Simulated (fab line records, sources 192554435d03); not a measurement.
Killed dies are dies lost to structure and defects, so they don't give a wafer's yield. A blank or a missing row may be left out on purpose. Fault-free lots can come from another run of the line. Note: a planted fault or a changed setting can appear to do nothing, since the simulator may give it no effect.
Chamber matching	flow n5_finfet	3 sister chambers for N5_BEOL_M1_PRE_CLEAN_60 on cvd_co-02
The step time 15 s. 6 wafers are shown with their chamber, then 12 later ones without.

## WAFERS WITH THEIR CHAMBER
wafer	chamber	heater_power_w (W)	rf_fwd_power_W (W)
L087.3	2	93	295.2
L087.4	1	88	296.2
L089.6	1	89	297.7
L091.2	0	73	295.0
L091.3	2	93	296.9
L091.5	0	72	294.0

## WAFERS MISSING THEIR CHAMBER
wafer	heater_power_w (W)	rf_fwd_power_W (W)
L093.3	93	298.0
L093.4	72	294.1
L093.6	91	296.6
L092.1	93	297.5
L092.4	95	297.0
L092.5	90	296.3
L095.1	92	295.5
L095.3	91	297.0
L095.6	72	295.3
L097.1	73	295.1
L097.4	90	295.9
L097.5	94	296.8

## THE CHAMBER EACH PASSED THROUGH
wafer	from the rows above	in truth
L093.3	2	2
L093.4	0	0
L093.6	can't be placed: 2 or 1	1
L092.1	2	2
L092.4	2	2
L092.5	1	1
L095.1	2	2
L095.3	can't be placed: 2 or 1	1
L095.6	0	0
L097.1	0	0
L097.4	1	1
L097.5	2	2
Placed correctly: 10 of 12. Cannot be placed on the basis of these rows: 2; the candidates contain the true chamber in 2. 0 placed wrongly.
How it was worked out, from the rows above alone: a wafer's distance from a chamber is the root of the sum, over the readings, of the square of ((its reading less the chamber's mean) divided by the reading's scatter). If the next closest chamber is less than 2 further off than the closest, the wafer can't be placed; otherwise it belongs to the closest. The mean given for a chamber averages the wafers shown for that chamber. How the scatter is found: for the shown wafers, subtract from each reading the mean of its chamber, square and add these, divide the total by (wafers less chambers), then take the root.
